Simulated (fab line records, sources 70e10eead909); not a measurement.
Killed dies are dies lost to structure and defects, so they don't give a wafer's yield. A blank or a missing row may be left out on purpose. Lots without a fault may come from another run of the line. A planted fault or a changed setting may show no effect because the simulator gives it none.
fab line records | flow nand_harc
record lots=6 wafers=16 last_day=33
route steps=1302 shown A_DECK1_JOINT@535 A_ONON_D2@545 END@1302
lots that met no fault: from a run of the same line without faults
start_h: hours from the record's first day to the start of the lot's first wafer shown | wait_h: hours since the lot's step before | " the same as in the row above | L1.1+2: a row that stands for several wafers | - no value, or no start given | * or withheld: withheld | < > ~ a bound
route shown NAME@n: a module of which the file shows steps, and the number in the route of the first | usual: mean/standard deviation of fault-free wafers | same: alike in all rows | chamber/n: place in a boat | sites: the reading at each site | _std_site: their standard deviation | _edge_site: outer sites' mean less inner sites' | radius_mm: how far each site lies from the wafer's centre | mask NAME#n: copy n | behind: the tool/chamber that last shaped the wafer | hold: why the lot was held/for how many hours/how that ended | device: the transistor (n, p or np) that didn't switch | end of line: the same wafers' tests at the end of the route | a step without rows: its recipe alone | killed: dies lost to structure and defects at the first sort, not the wafer's yield | map: a wafer's dies, x killed, . not, _ none there
set.NAME: the setting as run; set.NAME@STEP: as run at that earlier step | model.NAME: the simulator's own value behind a step, which no gauge read
lots at some steps of the route; a table a step, a row a wafer
services: from which hour (start_h, from the record's first day; less than 0 if before it) a tool's chamber was out of use, for how many hours, and why
## steps
# step NHARC_A_DECK1_JOINT_CURE_26
# recipe temp_c=150 time_s=32 pressure_atm=0.395
# step NHARC_A_DECK1_JOINT_ANNEAL_27
# recipe temp_c=400 time_s=3600 idle_temp_c=300 ramp_up_c_per_min=10 densification_p_h2o_torr=640
# step NHARC_A_DECK1_JOINT_ANNEAL_28
# recipe temp_c=500 time_s=1800 idle_temp_c=400 ramp_up_c_per_min=10 densification_p_h2o_torr=640
# step NHARC_A_DECK1_JOINT_ANNEAL_29
# recipe temp_c=750 time_s=1800 idle_temp_c=500 ramp_up_c_per_min=10 ramp_down_c_per_min=3
# step NHARC_A_DECK1_JOINT_CMP_02
# recipe material=SiOx
# usual motor_current_A=12.0/1.3 slurry_flow_ml_min=150.1/0.48
# columns lot.wafer tool chamber start_h wait_h motor_current_A slurry_flow_ml_min
L623.3 cmp-03 2 280.16 0.4 15.0 149.7
L623.1 " 0 " " 12.3 150.2
L623.6 " 1 " " 10.9 149.8
L627.3 cmp-02 2 326.84 0.4 12.7 149.8
L627.6 " 1 " " 10.6 149.7
L627.5 " 2 " " 13.2 149.5
L636.2 cmp-04 0 431.98 0.4 13.5 149.1
L636.3 " 2 " " 11.0 150.0
L641.2 cmp-02 0 453.13 0.4 11.0 150.0
L641.3 " 1 " " 11.1 149.7
L643.2 cmp-04 0 487.66 0.4 13.9 149.4
L643.4 " 1 " " 13.2 149.5
L643.5 " 1 " " 13.3 149.6
L645.3 cmp-03 1 506.16 0.4 10.7 150.5
L645.6 " 0 " " 11.8 150.2
L645.5 " 1 " " 11.0 150.7
# step NHARC_A_DECK1_JOINT_SRD_15
# step NHARC_A_DECK1_JOINT_DEP_16
# recipe target_thk_a=450 temp_c=400 pressure_torr=6.5 rf_w=900 teos_flow_sccm=161.4 flow_sccm=2650 target_thk_nm=45 gas=O2 material=SiO2
# usual heater_power_w=497/84 showerhead_vpp_V=1801/56 throttle_valve_pct=16.1/0.85
# columns lot.wafer tool chamber start_h wait_h heater_power_w showerhead_vpp_V throttle_valve_pct
L623.3 pecvd-03 2 280.53 0.1 483 1725 15.4
L623.1 " 0 " " 459 1804 16.2
L623.6 " 1 " " 727 1826 16.0
L627.3 pecvd-04 1 327.21 0.1 490 1818 17.5
L627.6 " 1 " " 493 1805 17.6
L627.5 " 0 " " 579 1867 17.0
L636.2 pecvd-03 1 432.37 0.1 730 1797 15.9
L636.3 " 2 " " 417 1721 15.4
L641.3 pecvd-02 0 453.61 0.2 489 1786 15.6
L641.2 " 1 " " 463 1705 16.1
L643.2 pecvd-02 2 488.04 0.1 503 1821 15.1
L643.5 " 2 " " 372 1810 14.8
L643.4 " 1 " " 368 1688 16.3
L645.3 pecvd-04 2 506.52 0.1 440 1848 15.4
L645.6 " 2 " " 446 1861 15.0
L645.5 " 0 " " 536 1844 17.2
# step NHARC_A_DECK1_JOINT_THK_MEAS_17
# recipe thk_meas_gauge=ellipsometry
# usual thk_nm=45.1/1.1
# columns lot.wafer tool chamber start_h wait_h thk_nm
L623.1 film_metro-02 - 280.80 0.2 44.7
L623.3 " - " " 45.1
L623.6 " - " " 44.6
L627.3 film_metro-01 - 327.49 0.3 43.6
L627.5 " - " " 45.8
L627.6 " - " " 45.5
L636.2 film_metro-01 - 432.65 0.3 44.9
L636.3 " - " " 45.2
L641.2 film_metro-01 - 453.89 0.2 44.3
L641.3 " - " " 45.3
L643.2 film_metro-02 - 488.32 0.3 45.5
L643.4 " - " " 44.3
L643.5 " - " " 46.8
L645.3 film_metro-01 - 506.80 0.3 45.2
L645.5 " - " " 46.4
L645.6 " - " " 47.1
# step NHARC_A_DECK1_JOINT_INSPECT_05
# usual raw_defect_count=341/120
# columns lot.wafer tool chamber start_h wait_h raw_defect_count
L623.1 defect_inspect-02 - 280.84 0.0 189
L623.3 " - " " 238
L623.6 " - " " 377
L627.3 defect_inspect-02 - 327.52 0.0 416
L627.5 " - " " 677
L627.6 " - " " 288
L636.2 defect_inspect-02 - 432.68 0.0 395
L636.3 " - " " 267
L641.2 defect_inspect-01 - 453.93 0.0 206
L641.3 " - " " 412
L643.2 defect_inspect-02 - 488.36 0.0 554
L643.4 " - " " 312
L643.5 " - " " 355
L645.3 defect_inspect-01 - 506.84 0.0 335
L645.5 " - " " 196
L645.6 " - " " 250
# step NHARC_A_ONON_D2_DEP_00
# recipe target_thk_a=10000 n2_flow_sccm=2750 n2o_flow_sccm=2000 nh3_flow_sccm=500 sih4_flow_sccm=210 temp_c=400
# step NHARC_A_ONON_D2_THK_MEAS_02
# recipe thk_meas_gauge=ellipsometry
# usual thk_nm=1002/9.6
# columns lot.wafer tool chamber start_h wait_h thk_nm
L623.1 film_metro-01 - 281.42 - 1009
L623.3 " - " " 1008
L623.6 " - " " 1007
L627.3 film_metro-02 - 328.10 - 1004
L627.5 " - " " 1004
L627.6 " - " " 1003
L636.2 film_metro-02 - 433.25 - 998
L636.3 " - " " 997
L641.2 film_metro-02 - 454.53 - 989
L641.3 " - " " 989
L643.2 film_metro-02 - 488.94 - 1004
L643.4 " - " " 1004
L643.5 " - " " 1006
L645.3 film_metro-01 - 507.42 - 985
L645.5 " - " " 984
L645.6 " - " " 985
# step NHARC_A_ONON_D2_DEP_03
# recipe target_thk_a=10000 n2_flow_sccm=2750 n2o_flow_sccm=2000 nh3_flow_sccm=500 sih4_flow_sccm=210 temp_c=400
# usual n2_flow_sccm=2752/7.6
# columns lot.wafer tool chamber start_h wait_h n2_flow_sccm
L623.1 pecvd_onon-03 0 281.48 0.1 2758
L623.3 " 0 " " 2754
L623.6 " 0 " " 2759
L627.3 pecvd_onon-03 0 328.27 0.2 2755
L627.5 " 0 " " 2752
L627.6 " 0 " " 2741
L636.2 pecvd_onon-03 0 433.37 0.1 2753
L636.3 " 0 " " 2757
L641.2 pecvd_onon-03 0 454.64 0.1 2752
L641.3 " 0 " " 2748
L643.2 pecvd_onon-04 0 489.05 0.1 2755
L643.4 " 0 " " 2752
L643.5 " 0 " " 2750
L645.3 pecvd_onon-01 0 507.59 0.2 2759
L645.5 " 0 " " 2766
L645.6 " 0 " " 2761
# step NHARC_A_ONON_D2_THK_MEAS_05
# recipe thk_meas_gauge=ellipsometry
# usual thk_nm=1002/9.8
# columns lot.wafer tool chamber start_h wait_h thk_nm
L623.1 film_metro-02 - 281.99 - 1026
L623.3 " - " " 1027
L623.6 " - " " 1026
L627.3 film_metro-01 - 328.67 - 997
L627.5 " - " " 999
L627.6 " - " " 999
L636.2 film_metro-01 - 433.82 - 1048
L636.3 " - " " 1006
L641.2 film_metro-01 - 455.09 - 1042
L641.3 " - " " 998
L643.2 film_metro-01 - 489.50 - 981
L643.4 " - " " 978
L643.5 " - " " 979
L645.3 film_metro-02 - 507.98 - 1008
L645.5 " - " " 1007
L645.6 " - " " 1006
# step NHARC_A_ONON_D2_DEP_06
# recipe target_thk_a=10000 n2_flow_sccm=2750 n2o_flow_sccm=2000 nh3_flow_sccm=500 sih4_flow_sccm=210 temp_c=400
# step NHARC_END_SORT_01
# recipe temp_c=25
# usual killed_at_array=53/21 killed_at_other=0.8/1.1 killed_at_periphery=4.2/2.7 killed_dies=58/22 killed_open=3.4/1.9 killed_short=2.5/1.6
# same gross_dies=677
# columns lot.wafer tool chamber start_h wait_h killed_at_array killed_at_other killed_at_periphery killed_dies killed_open killed_short
L636.2 prober-01 0 740.84 2.8 20 0 5 25 4 3
L636.3 prober-01 0 741.65 3.1 32 0 4 36 5 2
L645.3 prober-02 0 790.63 3.1 54 1 2 57 7 4
L645.5 prober-02 0 792.23 3.7 59 1 1 61 1 0
L645.6 prober-02 0 793.02 4.0 56 1 6 63 8 0
# killed by level:class
L636.2 A_CHANNEL_HOLE_D1:chamber_film_flake=7 A_CONTACT:chamber_film_flake=4 P_STI:chamber_film_flake=2 A_SGD_CUT:chamber_film_flake=2 P_GATE:geometric_particle:open=1 P_M0:geometric_particle:short=1 A_SOURCE_PLATE:geometric_particle:short=1 A_CHANNEL_FILL_D2:geometric_particle:open=1
L636.3 A_CONTACT:chamber_film_flake=9 A_CHANNEL_HOLE_D1:chamber_film_flake=6 A_SLIT:chamber_film_flake=4 A_STAIRCASE:chamber_film_flake=3 A_WL_FILL:geometric_particle:short=2 A_CHANNEL_FILL_D1:chamber_film_flake=2 A_SGD_CUT:chamber_film_flake=2 P_STI:geometric_particle:open=1
L645.3 A_CHANNEL_HOLE_D2:chamber_film_flake=22 A_SLIT:chamber_film_flake=9 A_CHANNEL_HOLE_D1:chamber_film_flake=8 A_CONTACT:chamber_film_flake=4 A_DECK1_JOINT:geometric_particle:open=2 A_CHANNEL_HOLE_D1:geometric_particle:open=2 P_CONTACT:geometric_particle:open=1 P_M0:geometric_particle:open=1
L645.5 A_CHANNEL_HOLE_D2:chamber_film_flake=22 A_CHANNEL_HOLE_D1:chamber_film_flake=14 A_CONTACT:chamber_film_flake=9 A_SLIT:chamber_film_flake=7 A_ZERO_WELL:chamber_film_flake=2 A_CHANNEL_FILL_D2:chamber_film_flake=2 A_STAIRCASE:chamber_film_flake=2 A_CHANNEL_HOLE_D1:geometric_particle:open=1
L645.6 A_CHANNEL_HOLE_D2:chamber_film_flake=23 A_CHANNEL_HOLE_D1:chamber_film_flake=10 A_SLIT:chamber_film_flake=10 A_CONTACT:chamber_film_flake=6 A_WL_FILL:chamber_film_flake=3 P_M0:geometric_particle:open=2 P_GATE:chamber_film_flake=2 P_STI:geometric_particle:open=1
## services
# columns tool chamber start_h hours kind
cmp-03 - 256.44 0.8 repair
cmp-03 - 260.12 4.0 pm
pecvd-04 - 269.12 13.0 pm
cmp-02 - 278.06 2.8 repair
cmp-04 - 282.05 4.0 pm
pecvd-02 - 288.49 1.5 repair
cmp-02 - 288.90 2.6 repair
pecvd-02 - 333.72 3.4 repair
cmp-03 - 339.55 2.1 repair
pecvd-04 - 348.03 1.6 repair
cmp-03 - 358.12 4.0 pm
pecvd-04 2 365.11 5.7 repair
pecvd-03 - 366.33 13.0 pm
pecvd-04 - 371.36 0.7 repair
cmp-02 - 378.84 4.0 pm
cmp-04 - 380.05 4.0 pm
cmp-03 - 394.59 0.9 repair
pecvd-03 0 398.87 3.1 repair
pecvd_onon-03 - 408.02 13.0 pm
pecvd-02 - 408.23 13.0 pm
cmp-03 - 412.07 2.5 repair
pecvd-04 - 450.12 13.0 pm
cmp-03 - 456.12 4.0 pm
cmp-03 - 487.28 1.1 repair
## key
first_sign step=NHARC_A_ONON_D2_THK_MEAS_05 reading=thk_nm direction=up sigmas=4.4 usual=1002 struck=1045
effect none on later readings
met_at NHARC_A_ONON_D2_DEP_03
struck_wafers L636.2,L641.2
sort_left_out L641.2
tester_left_out L636,L641
onset_between 328.27 433.37
fault kind=process_parameter_drift tool=pecvd_onon-03 chamber=- onset_h=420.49 steps=NHARC_A_ONON_D2_DEP_03 channel=target_thk_a offset=* shape=step end_h=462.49 scope=struck_wafers_only acts_in=* stated=*
# tester_left_out: of these lots the tester's yield and bins aren't shown, on N5 and GAA mostly nor the transistor test; their killed dies are dies lost to structure and defects alone, not to doping, threshold or leakage, so they don't give the yield
# sort_left_out: the simulated sort isn't trusted on such a fault, so these wafers' sort isn't shown, and their yield isn't known
